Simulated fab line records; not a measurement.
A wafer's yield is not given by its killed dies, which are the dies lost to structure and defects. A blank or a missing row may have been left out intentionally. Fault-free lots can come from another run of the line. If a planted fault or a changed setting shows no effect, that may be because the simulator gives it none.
Chamber matching -- flow nand harc -- rie diel-03 running NHARC_A_CONTACT_ETCH_75: 4 sister chambers
The step etches the open film in CF4, target depth 39 nm, time 65 s. 14 wafers are shown with their chamber, then 7 later ones without.

== WAFERS WITH THEIR CHAMBER ==
wafer,chamber,showerhead plenum p Torr (Torr),rf vpp V (V),bias w (W)
L076.1,0,1.70,150.0,99.9
L076.3,3,1.89,152.1,99.4
L076.6,0,1.70,150.2,99.9
L079.2,2,1.66,150.0,100.0
L079.3,3,1.88,153.8,99.6
L079.6,3,1.88,152.1,99.6
L080.1,0,1.70,148.8,99.9
L080.2,2,1.65,149.2,99.7
L080.4,1,1.80,152.0,100.2
L084.3,0,1.69,150.7,100.0
L084.5,3,1.88,152.7,99.8
L084.6,0,1.69,150.8,99.9
L087.1,0,1.69,151.1,99.9
L087.4,3,1.88,152.9,99.4

SIGNATURES (means of the wafers above)
reading,chamber 0,chamber 1,chamber 2,chamber 3,scatter within a chamber
showerhead plenum p Torr,1.6950,1.8000,1.6550,1.8820,0.00529
rf vpp V,150.267,152.000,149.600,152.720,0.754
bias w,99.917,100.200,99.850,99.560,0.129
Rule: a wafer lies at a distance from a chamber equal to the root of the sum of squares, over the readings, of (its reading less the chamber's mean, divided by the reading's scatter). If the next closest chamber is less than 2 further off than the closest, the wafer can't be placed; otherwise it belongs to the closest. The scatter: take each reading less its chamber's mean, square it, sum over the shown wafers, divide by the number of wafers less the number of chambers, and take the root.

== WAFERS WITHOUT THEIR CHAMBER ==
wafer,showerhead plenum p Torr (Torr),rf vpp V (V),bias w (W)
L087.6,1.69,150.6,99.8
L091.1,1.87,152.2,99.7
L091.3,1.69,150.2,100.1
L091.5,1.69,149.0,100.0
L096.2,1.87,151.2,100.0
L096.3,1.68,149.9,100.5
L096.5,1.79,152.7,99.7

== EACH ONE'S CHAMBER ==
wafer,from the rows above,in truth
L087.6,0,0
L091.1,3,3
L091.3,0,0
L091.5,0,0
L096.2,3,3
L096.3,can't be placed: 0 or 2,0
L096.5,1,1
6 of 7 placed correctly. Cannot be placed on the basis of these rows: 1; the candidates contain the true chamber in 1. 0 placed wrongly.
